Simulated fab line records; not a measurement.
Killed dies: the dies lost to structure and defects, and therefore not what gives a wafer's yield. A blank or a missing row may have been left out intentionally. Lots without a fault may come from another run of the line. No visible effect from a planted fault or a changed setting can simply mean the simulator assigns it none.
Problem report, 8D (eight disciplines) form, completed by code || flow nandHarc || the parts of the form that need people (team, actions taken, sign-off) are left out

1. WHAT WENT WRONG
Wafers without a fault read 57, standard deviation 19; killedAtArray at NHARC_END_SORT_01 reads a mean of 674 on 4 wafers belonging to 3 lots. Relative to the usual mean, that is a shift of +32 standard deviations.
Seen first at day 26 19:47 on prober-01, wafer L885.3. Wafers with a number at this step in the record: 34, from 12 lots. The rule behind "out" and "out of limits": a value lying over 4 standard deviations away from the usual mean. The rest of the wafers with a number are treated as sound.

2. WHAT IT IS, WHAT IT ISN'T
{"question": "which readings at this step", "is": "killedAtArray, killedDies", "is not": "killedAtOther, killedAtPeriphery, killedOpen"}
{"question": "which lots", "is": "L885, L887, L888", "is not": "L881, L882, L892, L893, L894, L895, L896, L898, L899"}
{"question": "which wafers of those lots", "is": "L885.3, L885.6, L887.3, L888.6", "is not": "L887.4, L887.5, L888.4"}
{"question": "read on which gauges", "is": "prober-01, prober-02", "is not": "-"}
{"question": "when", "is": "from day 26 19:47", "is not": "up to then (6 sound wafers); but 24 sound wafers of L887, L888, L892, L893, L894, L895, L896, L898, L899 came after"}

3. SUSPECTS, AND WHAT RULES EACH OUT
Counting: a tool at a process step up to the reading stays a suspect if it ran every lot that is out. Sound lots after the first of them don't rule it out here, since some wafers of a struck lot are sound.
- the gauge at NHARC_END_SORT_01: ruled out. The wafers that are out were read on 2 gauges (prober-01, prober-02).
- rieDiel-04 at NHARC_A_STAIRCASE_ETCHBACK_157 (etches the open film in CH3F/O2, target depth 90 nm, time 167.14 s): kept. Every lot that is out went through it, the first being L885 (day 21 10:01); the last sound lot it ran before that was L881 (day 19 21:19). Out on those wafers are its own readings of oesProductAu.
Remaining after the count: rieDiel-04 at NHARC_A_STAIRCASE_ETCHBACK_157.

4. THE CAUSE (what the simulator had put in)
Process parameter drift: rieDiel-04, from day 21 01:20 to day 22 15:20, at NHARC_A_STAIRCASE_ETCHBACK_157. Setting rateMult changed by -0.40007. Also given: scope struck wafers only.
After counting, this tool was the only one left.

5. SEQUENCE OF EFFECTS, ordered by route
Rows list readings where the struck wafers' mean (over those with a number) sits beyond 3 standard deviations from the usual. Readings are gone through only where the record gives a usual standard deviation; hours: the median, over the lots, of the time from a lot's start at the first step in this table giving one to that lot's start at this step; sigmas: the change measured in usual standard deviations.
{"hours": 0, "step": "NHARC_A_STAIRCASE_ETCHBACK_157", "reading": "oesProductAu", "usual": "0.96 a.u.", "on struck wafers": 0.73, "change": -0.23, "sigmas": -7.3}
{"hours": 130, "step": "NHARC_END_SORT_01", "reading": "killedAtArray", "usual": 57, "on struck wafers": 674, "change": "+617", "sigmas": "+32"}
{"hours": 130, "step": "NHARC_END_SORT_01", "reading": "killedDies", "usual": 62, "on struck wafers": 677, "change": "+615", "sigmas": "+32"}
Process steps it contains:
- NHARC_A_STAIRCASE_ETCHBACK_157: etches the open film in CH3F/O2, target depth 90 nm, time 167.14 s.

6. HOW IT WOULD HAVE BEEN CAUGHT EARLIER
Counted from the fault's start at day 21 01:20, it took 138 hours until the first out-of-limits reading at a measuring or inspecting step in this record, taken at day 26 19:47.
The tool's own readings at NHARC_A_STAIRCASE_ETCHBACK_157 were out on every struck wafer that the step has a row for (oesProductAu): an alarm limit on them would have fired on the first of those.
All the lots that are out (3) had begun NHARC_A_STAIRCASE_ETCHBACK_157 on rieDiel-04 by day 26 19:47. Had the tool been put on hold then, not one of them would have been saved.
